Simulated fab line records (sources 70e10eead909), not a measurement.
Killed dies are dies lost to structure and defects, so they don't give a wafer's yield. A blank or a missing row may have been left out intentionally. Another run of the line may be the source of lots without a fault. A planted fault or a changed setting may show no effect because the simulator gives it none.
Matching of chambers :: flow nand_harc :: NHARC_A_STAIRCASE_TRIM_20 on rie_diel-06 has 4 sister chambers
The step chemistry O2, time 211.2 s. 18 wafers are shown with their chamber, then 9 later ones without.

## WAFERS PAIRED WITH THEIR CHAMBERS
wafer: L076.2
chamber: 0
drypump_motor_current_A (A): 5.6
showerhead_plenum_p_Torr (Torr): 3.30
oes_product_au (a.u.): 0.994

wafer: L076.4
chamber: 1
drypump_motor_current_A (A): 5.1
showerhead_plenum_p_Torr (Torr): 3.77
oes_product_au (a.u.): 1.002

wafer: L076.6
chamber: 0
drypump_motor_current_A (A): 5.6
showerhead_plenum_p_Torr (Torr): 3.30
oes_product_au (a.u.): 1.004

wafer: L078.1
chamber: 1
drypump_motor_current_A (A): 5.1
showerhead_plenum_p_Torr (Torr): 3.76
oes_product_au (a.u.): 0.993

wafer: L078.3
chamber: 2
drypump_motor_current_A (A): 4.8
showerhead_plenum_p_Torr (Torr): 3.29
oes_product_au (a.u.): 1.007

wafer: L078.6
chamber: 2
drypump_motor_current_A (A): 4.8
showerhead_plenum_p_Torr (Torr): 3.29
oes_product_au (a.u.): 1.005

wafer: L081.2
chamber: 1
drypump_motor_current_A (A): 5.1
showerhead_plenum_p_Torr (Torr): 3.76
oes_product_au (a.u.): 1.004

wafer: L081.4
chamber: 2
drypump_motor_current_A (A): 4.8
showerhead_plenum_p_Torr (Torr): 3.28
oes_product_au (a.u.): 1.010

wafer: L081.5
chamber: 2
drypump_motor_current_A (A): 4.8
showerhead_plenum_p_Torr (Torr): 3.28
oes_product_au (a.u.): 1.000

wafer: L082.2
chamber: 3
drypump_motor_current_A (A): 5.0
showerhead_plenum_p_Torr (Torr): 3.31
oes_product_au (a.u.): 1.021

wafer: L082.5
chamber: 3
drypump_motor_current_A (A): 5.0
showerhead_plenum_p_Torr (Torr): 3.31
oes_product_au (a.u.): 1.016

wafer: L082.6
chamber: 0
drypump_motor_current_A (A): 5.7
showerhead_plenum_p_Torr (Torr): 3.29
oes_product_au (a.u.): 0.997

wafer: L087.2
chamber: 3
drypump_motor_current_A (A): 5.0
showerhead_plenum_p_Torr (Torr): 3.30
oes_product_au (a.u.): 1.026

wafer: L087.3
chamber: 2
drypump_motor_current_A (A): 4.8
showerhead_plenum_p_Torr (Torr): 3.81
oes_product_au (a.u.): 1.010

wafer: L087.5
chamber: 1
drypump_motor_current_A (A): 5.1
showerhead_plenum_p_Torr (Torr): 3.74
oes_product_au (a.u.): 0.993

wafer: L090.4
chamber: 1
drypump_motor_current_A (A): 5.2
showerhead_plenum_p_Torr (Torr): 3.74
oes_product_au (a.u.): 0.988

wafer: L090.5
chamber: 1
drypump_motor_current_A (A): 5.2
showerhead_plenum_p_Torr (Torr): 3.74
oes_product_au (a.u.): 0.992

wafer: L090.6
chamber: 2
drypump_motor_current_A (A): 4.8
showerhead_plenum_p_Torr (Torr): 3.80
oes_product_au (a.u.): 0.992

SIGNATURES (means of the wafers above)
reading: drypump_motor_current_A
chamber 0: 5.633
chamber 1: 5.133
chamber 2: 4.800
chamber 3: 5.000
scatter within a chamber: 0.0378

reading: showerhead_plenum_p_Torr
chamber 0: 3.2967
chamber 1: 3.7517
chamber 2: 3.4583
chamber 3: 3.3067
scatter within a chamber: 0.161

reading: oes_product_au
chamber 0: 0.99833
chamber 1: 0.99533
chamber 2: 1.00400
chamber 3: 1.02100
scatter within a chamber: 0.00621
Rule: for each reading, subtract the chamber's mean from the wafer's reading, divide by that reading's scatter and square the result; add these up over the readings and take the root, which gives the wafer's distance from the chamber. If the next closest chamber is less than 2 further off than the closest, the wafer can't be placed; otherwise it belongs to the closest. The scatter: take each reading less its chamber's mean, square it, sum over the shown wafers, divide by the number of wafers less the number of chambers, and take the root.

## WAFERS MISSING THEIR CHAMBER
wafer: L093.3
drypump_motor_current_A (A): 5.1
showerhead_plenum_p_Torr (Torr): 3.73
oes_product_au (a.u.): 0.991

wafer: L093.4
drypump_motor_current_A (A): 5.0
showerhead_plenum_p_Torr (Torr): 3.29
oes_product_au (a.u.): 1.021

wafer: L093.6
drypump_motor_current_A (A): 5.1
showerhead_plenum_p_Torr (Torr): 3.73
oes_product_au (a.u.): 0.986

wafer: L094.2
drypump_motor_current_A (A): 5.0
showerhead_plenum_p_Torr (Torr): 3.29
oes_product_au (a.u.): 1.004

wafer: L094.5
drypump_motor_current_A (A): 4.8
showerhead_plenum_p_Torr (Torr): 3.80
oes_product_au (a.u.): 0.997

wafer: L094.6
drypump_motor_current_A (A): 5.0
showerhead_plenum_p_Torr (Torr): 3.29
oes_product_au (a.u.): 1.007

wafer: L096.1
drypump_motor_current_A (A): 5.0
showerhead_plenum_p_Torr (Torr): 3.29
oes_product_au (a.u.): 1.019

wafer: L096.3
drypump_motor_current_A (A): 5.2
showerhead_plenum_p_Torr (Torr): 3.73
oes_product_au (a.u.): 0.983

wafer: L096.4
drypump_motor_current_A (A): 4.8
showerhead_plenum_p_Torr (Torr): 3.80
oes_product_au (a.u.): 1.017

## WHICH CHAMBER EACH ONE RAN IN
wafer: L093.3
from the rows above: 1
in truth: 1

wafer: L093.4
from the rows above: 3
in truth: 3

wafer: L093.6
from the rows above: 1
in truth: 1

wafer: L094.2
from the rows above: 3
in truth: 3

wafer: L094.5
from the rows above: 2
in truth: 2

wafer: L094.6
from the rows above: 3
in truth: 3

wafer: L096.1
from the rows above: 3
in truth: 3

wafer: L096.3
from the rows above: 1
in truth: 1

wafer: L096.4
from the rows above: 2
in truth: 2
Placed correctly: 9 of 9. Number that these rows cannot place: 0. Wrongly placed: 0.
